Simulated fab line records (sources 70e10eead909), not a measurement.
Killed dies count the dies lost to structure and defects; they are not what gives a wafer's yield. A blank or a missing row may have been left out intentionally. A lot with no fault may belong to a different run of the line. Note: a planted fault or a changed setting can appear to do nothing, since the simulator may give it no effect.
Chamber matching ; flow nand_harc ; NHARC_A_BLC_STRIP_29 on rie_diel-01: 4 sister chambers
The step strips in CF4. 36 wafers are shown with their chamber, then 12 later ones without.

WAFERS WITH THEIR CHAMBER
wafer;chamber;drypump_motor_current_A (A);showerhead_plenum_p_Torr (Torr);oes_product_au (a.u.)
L074.1;3;5.4;1.83;1.015
L074.5;0;5.5;1.75;1.016
L074.6;1;6.5;1.79;1.022
L077.3;0;5.5;1.75;1.004
L077.4;2;5.9;1.76;1.001
L077.5;1;6.5;1.79;1.013
L077.1;1;6.5;1.78;1.001
L077.2;3;5.3;1.83;0.996
L077.6;0;5.5;1.75;1.004
L080.2;2;5.9;1.76;0.989
L080.3;0;5.5;1.75;1.005
L080.6;1;6.5;1.78;1.005
L080.1;3;5.3;1.83;0.998
L080.4;1;6.5;1.78;1.003
L080.5;0;5.5;1.75;1.009
L082.2;0;5.5;1.75;1.004
L082.4;1;6.5;1.78;1.010
L082.5;2;5.9;1.76;1.000
L082.1;2;5.9;1.76;1.004
L082.3;3;5.4;1.83;0.996
L082.6;1;6.5;1.78;1.008
L081.3;2;5.9;1.76;1.007
L081.4;3;5.4;1.83;1.009
L081.5;2;5.9;1.76;0.994
L085.3;0;5.5;1.75;0.995
L085.5;3;5.4;1.83;0.986
L085.6;2;5.9;1.76;0.999
L087.2;0;5.5;1.75;1.006
L087.5;0;5.5;1.75;1.006
L087.6;3;5.4;1.83;0.999
L088.4;2;5.9;1.76;0.986
L088.5;2;5.9;1.76;0.992
L088.6;3;5.4;1.83;0.998
L090.2;0;5.5;1.75;1.010
L090.4;1;6.5;1.78;1.005
L090.5;2;5.9;1.76;0.985

SIGNATURES, as means of the wafers listed above
reading;chamber 0;chamber 1;chamber 2;chamber 3;scatter within a chamber
drypump_motor_current_A;5.500;6.500;5.900;5.375;0.0217
showerhead_plenum_p_Torr;1.7500;1.7825;1.7600;1.8300;0.00217
oes_product_au;1.00590;1.00838;0.99570;0.99962;0.00716
Rule: for each reading, subtract the chamber's mean from the wafer's reading, divide by that reading's scatter and square the result; add these up over the readings and take the root, which gives the wafer's distance from the chamber. If the next closest chamber is less than 2 further off than the closest, the wafer can't be placed; otherwise it belongs to the closest. How the scatter is found: for the shown wafers, subtract from each reading the mean of its chamber, square and add these, divide the total by (wafers less chambers), then take the root.

WAFERS WITH NO CHAMBER GIVEN
wafer;drypump_motor_current_A (A);showerhead_plenum_p_Torr (Torr);oes_product_au (a.u.)
L092.3;6.5;1.78;1.000
L092.5;5.5;1.75;1.004
L092.6;5.4;1.83;1.002
L093.1;5.9;1.76;0.989
L093.5;6.5;1.78;1.015
L093.6;5.5;1.75;1.009
L096.2;5.9;1.76;0.996
L096.3;6.5;1.78;1.013
L096.5;5.9;1.76;0.996
L095.3;5.4;1.82;1.000
L095.5;6.5;1.78;0.992
L095.6;5.5;1.75;1.008

EACH ONE'S CHAMBER
wafer;from the rows above;in truth
L092.3;1;1
L092.5;0;0
L092.6;3;3
L093.1;2;2
L093.5;1;1
L093.6;0;0
L096.2;2;2
L096.3;1;1
L096.5;2;2
L095.3;3;3
L095.5;1;1
L095.6;0;0
Correct placement for 12 of the 12. From these rows, 0 cannot be placed. Wrongly placed: 0.
